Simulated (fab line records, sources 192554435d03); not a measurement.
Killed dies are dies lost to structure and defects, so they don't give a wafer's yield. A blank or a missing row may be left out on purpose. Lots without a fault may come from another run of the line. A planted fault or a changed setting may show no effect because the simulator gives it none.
fab line records | flow n5_finfet
record lots=10 wafers=29 last_day=17
route steps=1938 shown FIN_SAQP@101 PASSIVATION@1936
lots that met no fault: from a run of the same line without faults
start_h: hours from the record's first day to the start of the lot's first wafer shown | wait_h: hours since the lot's step before | " the same as in the row above | L1.1+2: a row that stands for several wafers | - no value, or no start given | * or withheld: withheld | < > ~ a bound
route shown NAME@n: a module of which the file shows steps, and the number in the route of the first | usual: mean/standard deviation of fault-free wafers | same: alike in all rows | chamber/n: place in a boat | sites: the reading at each site | _std_site: their standard deviation | _edge_site: outer sites' mean less inner sites' | radius_mm: how far each site lies from the wafer's centre | mask NAME#n: copy n | behind: the tool/chamber that last shaped the wafer | hold: why the lot was held/for how many hours/how that ended | device: the transistor (n, p or np) that didn't switch | end of line: the same wafers' tests at the end of the route | a step without rows: its recipe alone | killed: dies lost to structure and defects at the first sort, not the wafer's yield | map: a wafer's dies, x killed, . not, _ none there
set.NAME: the setting as run; set.NAME@STEP: as run at that earlier step | model.NAME: the simulator's own value behind a step, which no gauge read
steps of the route over a sample of lots; a table a step, a row a wafer
services: from which hour (start_h, from the record's first day; less than 0 if before it) a tool's chamber was out of use, for how many hours, and why
## steps
# step N5_FIN_SAQP_THK_MEAS_07
# usual thk_nm=59.6/0.87
# columns lot.wafer tool chamber start_h wait_h thk_nm
L271.2 film_metro-01 - 26.96 0.1 60.2
L271.3 " - " " 59.6
L271.6 " - " " 60.0
L273.2 film_metro-02 - 39.60 0.1 58.0
L273.6 " - " " 58.1
L274.2 film_metro-01 - 45.76 0.1 57.8
L274.3 " - " " 58.9
L274.5 " - " " 58.8
L276.1 film_metro-02 - 57.63 0.1 58.4
L276.3 " - " " 58.6
L276.5 " - " " 59.9
L277.1 film_metro-01 - 64.11 0.1 60.2
L277.2 " - " " 59.0
L277.4 " - " " 61.8
L279.1 film_metro-02 - 77.10 0.1 58.4
L279.5 " - " " 59.1
L279.6 " - " " 59.9
L280.3 film_metro-01 - 81.62 0.1 58.7
L280.4 " - " " 60.2
L280.6 " - " " 60.2
L283.2 film_metro-01 - 99.29 0.1 58.9
L283.5 " - " " 60.5
L283.6 " - " " 60.5
L289.3 film_metro-02 - 135.21 0.1 59.0
L289.5 " - " " 60.3
L289.6 " - " " 59.3
L290.2 film_metro-02 - 141.91 0.1 57.8
L290.3 " - " " 60.0
L290.6 " - " " 61.0
# step N5_FIN_SAQP_MANDREL_ETCH_22
# recipe target_depth_a=600 chemistry=HBr/Cl2 target=a-Si stop_on=SiNx bt_time_s=10 over_etch_frac=0.5 time_s=30 pressure_mtorr=10 icp_w=800 bias_w=75 HBr_flow_sccm=150 Cl2_flow_sccm=80 ends=end_point
# usual chamber_pressure_mTorr=9.999/0.01 drypump_motor_current_A=5.9/0.45 oes_product_au=0.767/0.012 over_etch_frac=0.5/0 throttle_valve_pct=35.3/0.31
# columns lot.wafer tool chamber start_h wait_h chamber_pressure_mTorr drypump_motor_current_A oes_product_au over_etch_frac rf_hours_counter_h throttle_valve_pct
L271.2 rie_si-02 2 27.83 0.0 10.004 5.6 0.779 0.5 177 35.0
L271.3 " 1 " " 9.992 6.3 0.781 0.5 83 34.9
L271.6 " 3 " " 10.004 6.5 0.760 0.5 - 35.3
L273.2 rie_si-03 0 40.51 0.0 9.998 5.9 0.743 0.5 119 35.8
L273.6 " 0 " " 10.009 5.8 0.747 0.5 - 35.8
L274.2 rie_si-03 1 46.62 0.0 9.993 5.0 0.748 0.5 102 35.9
L274.3 " 2 " " 9.993 5.6 0.748 0.5 118 35.2
L274.5 " 3 " " 9.985 5.3 0.751 0.5 - 35.3
L276.1 rie_si-03 3 58.58 0.0 10.001 5.3 0.733 0.5 132 35.3
L276.3 " 1 " " 10.005 5.0 0.752 0.5 103 35.8
L276.5 " 2 " " 10.004 5.6 0.750 0.5 - 35.1
L277.1 rie_si-02 1 64.91 0.0 9.994 6.4 0.782 0.5 84 34.9
L277.2 " 0 " " 10.008 5.9 0.767 0.5 32 35.5
L277.4 " 2 " " 9.998 5.7 0.784 0.5 178 35.0
L279.1 rie_si-02 0 78.35 0.0 10.005 5.9 0.749 0.5 32 35.6
L279.5 " 2 " " 9.999 5.7 0.750 0.5 - 35.0
L279.6 " 1 " " 9.988 6.3 0.784 0.5 - 34.9
L280.3 rie_si-01 3 82.36 0.0 9.984 5.5 0.742 0.5 197 35.6
L280.4 " 1 " " 9.990 5.5 0.769 0.5 176 35.9
L280.6 " 0 " " 10.006 6.6 0.777 0.5 - 35.5
L283.2 rie_si-01 0 100.17 0.0 10.003 6.6 0.772 0.5 76 35.5
L283.5 " 1 " " 9.996 5.5 0.774 0.5 - 35.9
L283.6 " 0 " " 9.989 6.6 0.790 0.5 - 35.5
L289.3 rie_si-02 1 136.12 0.0 10.010 6.4 0.668 0.94207 85 35.1
L289.5 " 3 " " 9.988 6.5 0.672 0.94207 - 35.5
L289.6 " 2 " " 9.979 5.7 0.661 0.94207 - 35.2
L290.2 rie_si-02 2 142.65 0.0 10.014 5.7 0.658 0.94207 179 35.2
L290.3 " 3 " " 10.007 6.5 0.676 0.94207 4 35.5
L290.6 " 0 " " 9.990 5.9 0.667 0.94207 - 35.7
# step N5_FIN_SAQP_SPACER1_ETCHBACK_25
# recipe chemistry=CHF3/O2 mode=anisotropic_etchback target=SiO2 target_depth_a=244 time_s=12.2 pressure_mtorr=30 source_w=650 bias_w=170 Ar_flow_sccm=200 CHF3_flow_sccm=50 O2_flow_sccm=5 ion_energy_ev=200
# usual chamber_pressure_mTorr=29.99/0.032 drypump_motor_current_A=5.9/0.49 oes_product_au=0.78/0.07 rf_vpp_V=520/10 showerhead_plenum_p_Torr=2.42/0.075 throttle_valve_pct=18.82/0.2
# columns lot.wafer tool chamber start_h wait_h chamber_pressure_mTorr drypump_motor_current_A oes_product_au rf_hours_counter_h rf_vpp_V showerhead_plenum_p_Torr throttle_valve_pct
L271.2 rie_diel-04 3 29.46 0.4 30.00 5.8 0.72 194 508 2.31 18.65
L271.3 " 1 " " 29.96 5.8 0.72 196 528 2.49 18.99
L271.6 " 1 " " 30.02 5.8 0.72 - 527 2.49 18.99
L273.2 rie_diel-04 1 44.03 0.4 30.06 5.9 0.72 203 527 2.49 18.99
L273.6 " 2 " " 29.98 6.0 0.92 - 516 2.55 18.74
L274.2 rie_diel-02 3 48.91 0.5 30.00 6.8 0.71 190 541 2.40 19.36
L274.3 " 1 " " 29.98 6.4 0.89 25 499 2.48 18.92
L274.5 " 3 " " 30.01 6.8 0.70 - 545 2.40 19.34
L276.1 rie_diel-06 3 60.99 0.4 29.98 6.4 0.77 135 540 2.50 18.73
L276.3 " 2 " " 30.01 4.9 0.76 163 509 2.41 18.88
L276.5 " 3 " " 29.95 6.4 0.77 - 540 2.50 18.75
L277.1 rie_diel-06 1 66.45 0.4 29.95 5.8 0.88 39 521 2.36 18.63
L277.2 " 3 " " 30.00 6.4 0.77 136 539 2.50 18.76
L277.4 " 2 " " 29.99 4.9 0.76 164 509 2.41 18.85
L279.1 rie_diel-04 2 79.90 0.4 30.00 5.9 0.88 38 516 2.54 18.78
L279.5 " 1 " " 29.96 5.9 0.71 - 527 2.48 19.02
L279.6 " 2 " " 29.92 6.0 0.89 - 518 2.54 18.78
L280.3 rie_diel-02 3 83.90 0.4 30.01 6.8 0.69 200 543 2.39 19.37
L280.4 " 0 " " 30.00 5.8 0.75 146 519 2.29 18.59
L280.6 " 2 " " 30.02 5.8 0.72 - 524 2.42 19.07
L283.2 rie_diel-02 3 101.94 0.4 30.07 6.8 0.69 206 543 2.39 19.38
L283.5 " 2 " " 30.00 5.9 0.72 - 524 2.42 19.05
L283.6 " 1 " " 29.99 6.3 0.85 - 501 2.47 18.95
L289.3 rie_diel-06 2 137.65 0.4 29.99 4.9 0.74 193 507 2.40 18.92
L289.5 " 0 " " 30.00 6.4 0.77 - 526 2.43 18.68
L289.6 " 1 " " 30.03 5.7 0.83 - 520 2.35 18.67
L290.2 rie_diel-04 0 144.77 0.4 29.94 5.9 0.91 24 523 2.52 18.86
L290.3 " 3 " " 29.99 5.8 0.69 233 508 2.29 18.71
L290.6 " 1 " " 30.01 5.8 0.69 - 528 2.47 19.05
# step N5_FIN_SAQP_CD_MEAS_27
# recipe target_cd_nm=20 landing_energy_ev=1000 detector=se_inlens polarity=line
# usual cd_nm=20.37/0.28
# columns lot.wafer tool chamber start_h wait_h cd_nm
L271.2 cd_sem-02 0 29.66 0.1 20.42
L271.3 " 0 " " 19.96
L271.6 " 0 " " 20.74
L273.2 cd_sem-02 0 44.24 0.1 20.11
L273.6 " 0 " " 20.27
L274.2 cd_sem-02 0 49.11 0.1 20.42
L274.3 " 0 " " 20.27
L274.5 " 0 " " 20.55
L276.1 cd_sem-01 0 61.19 0.1 20.13
L276.3 " 0 " " 20.06
L276.5 " 0 " " 19.88
L277.1 cd_sem-02 0 66.65 0.1 20.08
L277.2 " 0 " " 20.87
L277.4 " 0 " " 20.52
L279.1 cd_sem-01 0 80.10 0.1 20.70
L279.5 " 0 " " 20.65
L279.6 " 0 " " 20.01
L280.3 cd_sem-01 0 84.11 0.1 20.94
L280.4 " 0 " " 20.15
L280.6 " 0 " " 20.08
L283.2 cd_sem-03 0 102.14 0.1 20.32
L283.5 " 0 " " 20.53
L283.6 " 0 " " 20.41
L289.3 cd_sem-02 0 137.86 0.1 20.84
L289.5 " 0 " " 19.96
L289.6 " 0 " " 20.36
L290.2 cd_sem-03 0 144.97 0.1 20.23
L290.3 " 0 " " 20.62
L290.6 " 0 " " 20.36
# step N5_FIN_SAQP_ETCH_57
# recipe chemistry=CH3F/O2 target=SiNx mask_material=SiO2 target_depth_a=325 time_s=46.4 pressure_mtorr=30 source_w=395 bias_w=73 Ar_flow_sccm=150 CH3F_flow_sccm=30 O2_flow_sccm=20 ion_energy_ev=120 ends=cleared
# usual chamber_pressure_mTorr=29.998/0.029 drypump_motor_current_A=5.9/0.47 etch_rf_on_time_s=47.0/1.2 oes_product_au=0.67/0.065 rf_vpp_V=295/5.5 showerhead_plenum_p_Torr=2.00/0.07 throttle_valve_pct=16.26/0.21
# columns lot.wafer tool chamber start_h wait_h chamber_pressure_mTorr drypump_motor_current_A etch_rf_on_time_s oes_product_au rf_hours_counter_h rf_vpp_V showerhead_plenum_p_Torr throttle_valve_pct
L271.2 rie_diel-04 2 29.71 0.0 29.974 6.0 45.3 0.78 17 293 2.11 16.11
L271.3 " 1 " " 29.999 5.9 46.9 0.63 196 300 2.08 16.49
L271.6 " 0 " " 29.969 5.9 47.1 0.59 - 292 1.86 16.65
L273.2 rie_diel-04 1 44.29 0.1 30.010 5.8 47.8 0.61 203 299 2.07 16.50
L273.6 " 3 " " 29.991 5.8 46.2 0.61 - 289 1.91 16.11
L274.2 rie_diel-06 2 49.16 0.0 29.960 4.9 46.7 0.66 159 290 2.00 16.27
L274.3 " 0 " " 30.013 6.4 47.3 0.69 80 298 2.03 16.06
L274.5 " 3 " " 30.007 6.4 47.6 0.67 - 305 2.08 16.21
L276.1 rie_diel-06 3 61.24 0.0 30.071 6.4 47.4 0.66 135 307 2.08 16.21
L276.3 " 2 " " 30.003 4.9 46.2 0.65 163 289 2.00 16.27
L276.5 " 2 " " 29.973 4.9 46.6 0.65 - 290 2.00 16.28
L277.1 rie_diel-02 3 66.77 0.1 30.036 6.8 47.2 0.60 197 307 1.99 16.79
L277.2 " 1 " " 29.979 6.3 46.3 0.74 33 286 2.06 16.31
L277.4 " 2 " " 29.985 5.9 45.5 0.63 198 297 2.00 16.46
L279.1 rie_diel-02 3 80.15 0.0 29.969 6.8 47.0 0.59 199 307 1.98 16.79
L279.5 " 1 " " 29.997 6.3 47.5 0.74 - 284 2.05 16.33
L279.6 " 0 " " 30.006 5.8 48.9 0.64 - 294 1.90 16.08
L280.3 rie_diel-04 1 84.15 0.0 30.002 5.8 48.8 0.60 218 297 2.07 16.52
L280.4 " 3 " " 29.954 5.8 46.1 0.61 215 289 1.90 16.17
L280.6 " 2 " " 30.047 5.9 47.0 0.75 - 292 2.11 16.14
L283.2 rie_diel-06 1 102.42 0.3 30.017 5.8 46.2 0.73 53 297 1.95 16.09
L283.5 " 2 " " 29.986 4.9 45.9 0.64 - 288 1.99 16.30
L283.6 " 0 " " 29.958 6.3 47.7 0.68 - 298 2.02 16.09
L289.3 rie_diel-02 3 137.96 0.1 30.004 6.8 41.5 0.58 219 309 1.98 16.85
L289.5 " 2 " " 29.989 5.9 38.2 0.60 - 297 1.99 16.50
L289.6 " 3 " " 30.061 6.8 40.4 0.58 - 308 1.98 16.85
L290.2 rie_diel-02 2 145.02 0.0 29.986 5.9 38.3 0.61 228 295 1.99 16.50
L290.3 " 0 " " 30.038 5.8 40.2 0.63 169 295 1.89 16.11
L290.6 " 3 " " 29.960 6.8 41.0 0.59 - 307 1.98 16.85
# step N5_PASSIVATION_PROBE_49
# usual killed_at_M0_to_M3=32/11 killed_at_M4_up=12/4.4 killed_at_contacts=13/6.1 killed_at_front_end=39/12 killed_at_other=3.9/3 killed_dies=100/17 killed_on_rim=13/3.9 killed_open=66/12 killed_short=33/7.4
# same gross_dies=1180 killed_at_back_side=0
# columns lot.wafer tool chamber start_h wait_h killed_at_M0_to_M3 killed_at_M4_up killed_at_contacts killed_at_front_end killed_at_other killed_dies killed_on_rim killed_open killed_short
L276.1 prober-01 - 327.16 0.0 17 12 19 45 3 96 13 64 25
L276.3 prober-01 - 327.26 0.1 36 16 8 36 5 101 13 65 36
L276.5 prober-01 - 327.36 0.2 26 14 15 49 4 108 15 69 39
L279.1 prober-02 - 336.35 0.0 39 10 9 24 1 83 10 58 25
L279.5 prober-02 - 336.55 0.2 26 16 2 38 6 88 11 60 27
L279.6 prober-02 - 336.60 0.3 23 13 3 23 3 65 5 43 22
L280.3 prober-02 - 340.28 0.1 25 9 11 32 2 79 6 45 30
L280.4 prober-02 - 340.33 0.2 17 17 17 28 1 80 14 59 20
L280.6 prober-02 - 340.43 0.3 24 14 3 24 2 67 7 45 22
L283.2 prober-02 - 349.30 0.1 24 7 6 36 0 73 8 44 26
L283.5 prober-02 - 349.45 0.2 38 22 5 32 2 99 13 53 44
L283.6 prober-02 - 349.50 0.3 22 11 10 35 1 79 7 48 31
L289.3 prober-02 - 394.13 0.1 29 10 4 42 5 90 10 62 23
L289.5 prober-02 - 394.23 0.2 45 14 1 43 6 109 16 71 38
L289.6 prober-02 - 394.28 0.3 38 10 10 34 1 93 10 60 32
L290.2 prober-02 - 396.77 0.1 36 10 12 32 2 92 10 55 37
L290.3 prober-02 - 396.82 0.1 23 14 15 17 4 73 8 47 24
L290.6 prober-02 - 396.97 0.3 16 19 10 31 1 77 9 47 30
# killed by level:class
L276.1 MOL_CONTACT_COAG:geometric_particle:open=16 STI_FIN_REVEAL:geometric_particle:open=15 STI_FIN_REVEAL:geometric_particle:short=6 BEOL_M4:geometric_particle:open=6 HKMG_FIN:area_etch=6 BEOL_M0_SAQP:geometric_particle:open=4 FIN_SAQP:geometric_particle:short=4 GATE_CUT:geometric_particle:short=4
L276.3 BEOL_M0:geometric_particle:open=14 GATE_CUT:geometric_particle:short=9 BEOL_M4:geometric_particle:open=8 STI_FIN_REVEAL:geometric_particle:open=7 BEOL_M1:geometric_particle:open=6 MOL_CONTACT_COAG:geometric_particle:open=5 FIN_SAQP:geometric_particle:short=4 BEOL_M3:geometric_particle:open=4
L276.5 STI_FIN_REVEAL:geometric_particle:open=15 FIN_SAQP:geometric_particle:short=13 MOL_CONTACT_COAG:geometric_particle:open=12 BEOL_M0_SAQP:geometric_particle:short=8 BEOL_M0_SAQP:geometric_particle:open=8 BEOL_M4:geometric_particle:open=8 GATE_CUT:geometric_particle:short=6 FIN_SAQP:geometric_particle:open=4
L279.1 BEOL_M3:geometric_particle:open=10 MOL_CONTACT_COAG:geometric_particle:open=6 BEOL_M0:geometric_particle:short=6 STI_FIN_REVEAL:geometric_particle:open=5 BEOL_M1:geometric_particle:open=5 FIN_SAQP:geometric_particle:open=4 DUMMY_GATE:geometric_particle:open=4 BEOL_M0_SAQP:geometric_particle:short=4
L279.5 STI_FIN_REVEAL:geometric_particle:open=14 BEOL_M0_SAQP:geometric_particle:open=6 DUMMY_GATE:geometric_particle:open=5 GATE_CUT:geometric_particle:short=5 BEOL_M0_SAQP:geometric_particle:short=5 STARTING-WAFER:geometric_particle:open=5 BEOL_M4:geometric_particle:open=4 BEOL_M3:geometric_particle:open=4
L279.6 BEOL_M3:geometric_particle:open=8 BEOL_M0_SAQP:geometric_particle:open=5 STI_FIN_REVEAL:geometric_particle:open=4 BEOL_M0:geometric_particle:short=4 FIN_SAQP:geometric_particle:open=3 FIN_SAQP:geometric_particle:short=3 MOL_CONTACT_COAG:geometric_particle:open=3 BEOL_M2:geometric_particle:short=3
L280.3 MOL_CONTACT_COAG:geometric_particle:open=10 FIN_SAQP:geometric_particle:short=6 BEOL_M1:geometric_particle:open=6 FIN_SAQP:geometric_particle:open=4 BEOL_M2:geometric_particle:open=4 STI_FIN_REVEAL:geometric_particle:open=3 GATE_CUT:geometric_particle:short=3 BEOL_M0_SAQP:geometric_particle:short=3
L280.4 MOL_CONTACT_COAG:geometric_particle:open=14 BEOL_M4:geometric_particle:open=12 FIN_SAQP:geometric_particle:short=6 BEOL_M0_SAQP:geometric_particle:short=6 FIN_SAQP:geometric_particle:open=5 DUMMY_GATE:geometric_particle:open=5 BEOL_M0_SAQP:geometric_particle:open=5 ILD0:geometric_particle:open=3
L280.6 BEOL_M0_SAQP:geometric_particle:short=8 BEOL_M0_SAQP:geometric_particle:open=8 FIN_SAQP:geometric_particle:open=7 BEOL_M5:geometric_particle:open=5 STI_FIN_REVEAL:geometric_particle:open=4 BEOL_M4:geometric_particle:open=4 ILD0:geometric_particle:short=3 MOL_CONTACT_COAG:geometric_particle:open=3
L283.2 STI_FIN_REVEAL:geometric_particle:open=7 BEOL_M3:geometric_particle:open=7 FIN_SAQP:geometric_particle:short=6 MOL_CONTACT_COAG:geometric_particle:open=5 STARTING-WAFER:geometric_particle:short=5 GATE_CUT:geometric_particle:short=4 BEOL_M1:geometric_particle:open=4 BEOL_M2:geometric_particle:open=4
L283.5 BEOL_M0_SAQP:geometric_particle:short=14 BEOL_M0_SAQP:geometric_particle:open=11 BEOL_M1:geometric_particle:open=8 BEOL_M4:geometric_particle:open=8 GATE_CUT:geometric_particle:short=5 GATE_CUT:geometric_particle:open=5 BEOL_M4:geometric_particle:short=5 STI_FIN_REVEAL:geometric_particle:open=4
L283.6 FIN_SAQP:geometric_particle:short=10 BEOL_M2:geometric_particle:open=7 MOL_CONTACT_COAG:geometric_particle:open=7 BEOL_M4:geometric_particle:open=6 DUMMY_GATE:geometric_particle:open=4 STARTING-WAFER:geometric_particle:open=4 STI_FIN_REVEAL:geometric_particle:open=3 DUMMY_GATE:geometric_particle:short=3
L289.3 FIN_SAQP:geometric_particle:open=11 BEOL_M0_SAQP:geometric_particle:open=9 BEOL_M1:geometric_particle:open=6 BEOL_M2:geometric_particle:open=6 FIN_SAQP:geometric_particle:short=5 DUMMY_GATE:geometric_particle:open=5 STI_FIN_REVEAL:geometric_particle:open=3 GATE_CUT:geometric_particle:short=3
L289.5 BEOL_M2:geometric_particle:open=14 FIN_SAQP:geometric_particle:open=10 FIN_SAQP:geometric_particle:short=8 BEOL_M0_SAQP:geometric_particle:short=8 BEOL_M3:geometric_particle:open=8 STI_FIN_REVEAL:geometric_particle:open=6 BEOL_M4:geometric_particle:open=6 DUMMY_GATE:geometric_particle:open=4
L289.6 FIN_SAQP:geometric_particle:open=12 BEOL_M0_SAQP:geometric_particle:short=12 BEOL_M1:geometric_particle:open=9 MOL_CONTACT_COAG:geometric_particle:open=8 BEOL_M0_SAQP:geometric_particle:open=8 FIN_SAQP:geometric_particle:short=5 STI_FIN_REVEAL:geometric_particle:open=4 BEOL_M1:geometric_particle:short=4
L290.2 BEOL_M0_SAQP:geometric_particle:short=12 MOL_CONTACT_COAG:geometric_particle:open=9 BEOL_M3:geometric_particle:open=8 FIN_SAQP:geometric_particle:short=8 BEOL_M0_SAQP:geometric_particle:open=8 GATE_CUT:geometric_particle:short=5 FIN_SAQP:geometric_particle:open=4 BEOL_M2:geometric_particle:open=4
L290.3 MOL_CONTACT_COAG:geometric_particle:open=12 BEOL_M0_SAQP:geometric_particle:open=6 BEOL_M4:geometric_particle:open=5 BEOL_M0_SAQP:geometric_particle:short=4 BEOL_M1:geometric_particle:short=4 STI_FIN_REVEAL:geometric_particle:open=3 DUMMY_GATE:geometric_particle:open=3 MOL_CONTACT_COAG:geometric_particle:short=3
L290.6 MOL_CONTACT_COAG:geometric_particle:open=8 BEOL_M4:geometric_particle:open=7 GATE_CUT:geometric_particle:short=6 STARTING-WAFER:geometric_particle:short=6 BEOL_M0_SAQP:geometric_particle:open=5 FIN_SAQP:geometric_particle:open=4 FIN_SAQP:geometric_particle:short=4 STI_FIN_REVEAL:geometric_particle:open=3
## services
# columns tool chamber start_h hours kind
rie_si-02 0 18.98 2.7 repair
rie_diel-02 2 21.76 3.5 repair
rie_diel-06 - 25.96 1.4 repair
rie_diel-04 0 36.37 - clean
rie_diel-04 0 36.37 - consumable_replace:focus_ring
rie_diel-04 0 36.37 - consumable_replace:showerhead
rie_diel-04 0 36.37 30.8 scheduled_down
rie_diel-04 0 36.37 30.8 vent_cycle
rie_diel-02 2 45.24 3.8 repair
rie_diel-06 0 56.88 6.4 repair
rie_diel-04 - 59.92 0.3 repair
rie_si-02 - 65.70 2.8 pm
rie_diel-06 3 67.20 121.0 repair
rie_diel-02 3 68.22 5.0 repair
rie_si-03 1 94.00 6.1 repair
rie_diel-02 2 98.16 2.6 repair
rie_si-03 2 107.29 3.7 repair
rie_diel-02 3 114.24 1.8 repair
rie_si-01 3 117.00 - clean
rie_si-01 3 117.00 20.4 scheduled_down
rie_si-01 3 117.00 20.4 vent_cycle
rie_diel-04 - 137.64 1.0 repair
rie_si-02 1 141.54 4.6 repair
## key
first_sign step=N5_FIN_SAQP_MANDREL_ETCH_22 reading=over_etch_frac direction=up sigmas=99+ usual=0.5 struck=0.94207
effect step=N5_FIN_SAQP_MANDREL_ETCH_22 reading=oes_product_au direction=down sigmas=8.4 usual=0.767 struck=0.667
effect step=N5_FIN_SAQP_ETCH_57 reading=etch_rf_on_time_s direction=down sigmas=6.1 usual=* struck=*
met_at N5_FIN_SAQP_MANDREL_ETCH_22
struck_lots L289,L290
tester_left_out L289,L290
not_acting_at N5_FIN_SAQP_THK_MEAS_07,N5_FIN_SAQP_SPACER1_ETCHBACK_25,N5_FIN_SAQP_CD_MEAS_27
onset_between 78.35 136.12
fault kind=process_parameter_drift tool=rie_si-02 chamber=- onset_h=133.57 steps=N5_FIN_SAQP_MANDREL_ETCH_22 channel=over_etch_frac offset=0.44207 shape=step end_h=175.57 acts_in=these_recipes_only stated=0.5
# tester_left_out: of these lots the tester's yield and bins aren't shown, on N5 and GAA mostly nor the transistor test; their killed dies are dies lost to structure and defects alone, not to doping, threshold or leakage, so they don't give the yield
